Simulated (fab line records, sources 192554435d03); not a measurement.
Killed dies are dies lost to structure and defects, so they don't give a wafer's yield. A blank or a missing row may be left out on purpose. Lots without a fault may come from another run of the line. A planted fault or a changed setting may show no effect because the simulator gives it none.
Chamber matching | flow n5_finfet | N5_BEOL_M3_ALD_98 on ald_sin-01: 4 sister chambers
The step deposits SiO2, target thk 2.5 nm, pulse time 1 s, co reactant pulse time 1 s. 4 wafers are shown with their chamber, then 8 later ones without.

WAFERS WITH THEIR CHAMBER
wafer  | chamber | heater_power_w (W)
L088.4 | 2       | 80
L087.2 | 1       | 79
L087.4 | 3       | 76
L092.2 | 0       | 74

WAFERS WITHOUT THEIR CHAMBER
wafer  | heater_power_w (W)
L092.3 | 77
L092.5 | 77
L093.2 | 76
L093.5 | 77
L093.6 | 75
L095.1 | 82
L095.2 | 79
L095.3 | 72

WHICH CHAMBER EACH WENT THROUGH
wafer  | from the rows above               | in truth
L092.3 | can't be placed: 3 or 1 or 0 or 2 | 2
L092.5 | can't be placed: 3 or 1 or 0 or 2 | 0
L093.2 | can't be placed: 3 or 0           | 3
L093.5 | can't be placed: 3 or 1 or 0 or 2 | 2
L093.6 | can't be placed: 0 or 3           | 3
L095.1 | can't be placed: 2 or 1           | 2
L095.2 | can't be placed: 1 or 2           | 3
L095.3 | can't be placed: 0 or 3           | 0
Placed correctly: 0 of 8. Can't be placed from these rows: 8 (the true chamber is among the candidates in 7). Placed wrongly: 0.
How it was worked out, from the rows above alone: a wafer's distance from a chamber is the root of the sum, over the readings, of the square of ((its reading less the chamber's mean) divided by the reading's scatter). The wafer belongs to the nearest chamber; if the next one is less than 2 further off, it can't be placed. A chamber's mean is the mean of its shown wafers. The scatter: with one shown wafer a chamber, the root of the mean of the squares of how far each hidden wafer lies from its nearest shown one.
